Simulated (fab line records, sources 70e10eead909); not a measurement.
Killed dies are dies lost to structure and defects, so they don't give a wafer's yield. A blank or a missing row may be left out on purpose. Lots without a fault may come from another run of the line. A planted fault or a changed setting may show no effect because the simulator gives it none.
Problem report in the 8D (eight disciplines) form, filled by code | flow nand_harc | the parts of the form that need people (team, actions taken, sign-off) are left out

1. THE PROBLEM
thk_nm at NHARC_A_ONON_D1_THK_MEAS_05 reads a mean of 674 nm on 6 wafers of 2 lots; wafers without a fault read 998 nm with a standard deviation of 7.7. That is -42 standard deviations from the usual mean.
The step: measures by ellipsometry.
First seen on wafer L116.2, day 11 07:16, on film_metro-01. The record holds 39 wafers of 13 lots with a number at this step. Rule for "out", or "out of limits": more than 4 standard deviations from the usual mean. The other wafers with a number count as sound.

2. WHAT IT IS AND WHAT IT IS NOT
question                    | is                     | is not
which readings at this step | thk_nm                 | -
which lots                  | L116, L119             | L108, L109, L110, L111, L112, L113, L114, L125, L126, L128, L129
which wafers of those lots  | all that have a number | -
read on which gauges        | film_metro-01          | film_metro-02
when                        | from day 11 07:16      | up to then (21 sound wafers); but 12 sound wafers of L125, L126, L128, L129 came after

3. SUSPECTS, AND WHAT RULES EACH OUT
Counting: a tool at a process step up to the reading stays a suspect if it ran every lot that is out and no sound lot after the first of them.
- the gauge at NHARC_A_ONON_D1_THK_MEAS_05: ruled out. All the wafers that are out were read on film_metro-01, but those of them that NHARC_END_SORT_01 has rows for are out there too, on other tools.
- rie_diel-09 at NHARC_P_BONDPAD_ACTIVATE_29 (chemistry N2, time 60 s): ruled out as a lasting fault. Sound lots L126, L128, L129 ran on it after its first lot that is out, L116 (day 10 07:43).
- pecvd_onon-04 at NHARC_A_ONON_D1_DEP_03 (target thk 1000 nm): kept. It ran every lot that is out, first L116 (day 11 06:49), and no sound lot after that; its last sound lot up to then is L114 (day 10 11:52).
Left after counting: pecvd_onon-04 at NHARC_A_ONON_D1_DEP_03.

4. THE CAUSE (what the simulator had put in)
Process parameter drift: pecvd_onon-04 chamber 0, from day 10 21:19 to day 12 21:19, at NHARC_A_ONON_D1_DEP_03. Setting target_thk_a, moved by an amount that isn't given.
Counting left only this tool.

5. THE CHAIN OF EFFECTS, in route order
Each row: a reading whose mean over the struck wafers that have a number lies more than 3 standard deviations from the usual. Only readings for which the record gives a usual standard deviation are gone through. hours: the time from each lot's start at the first step in this table that gives one to its start at this step, as a median over the lots. sigmas: the change in usual standard deviations.
hours | step                        | reading         | usual  | on struck wafers | change | sigmas
0     | NHARC_A_ONON_D1_THK_MEAS_05 | thk_nm          | 998 nm | 674              | -324   | -42
397   | NHARC_END_SORT_01           | killed_at_array | 55     | 671              | +616   | +51
397   | NHARC_END_SORT_01           | killed_dies     | 60     | 677              | +617   | +51

6. WHAT WOULD HAVE CAUGHT IT SOONER
In this record the first reading out of limits at a measuring or inspecting step was taken at day 11 07:16, 10 hours after the fault began at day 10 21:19.
Of the tool readings at NHARC_A_ONON_D1_DEP_03 for which the record gives a usual standard deviation, none was out on any struck wafer, so an alarm limit of 4 standard deviations on them would not have fired.
Of the lots that are out (2), L119 began NHARC_A_ONON_D1_DEP_03 on pecvd_onon-04 after day 11 07:16. A hold on the tool at that time would have spared it.
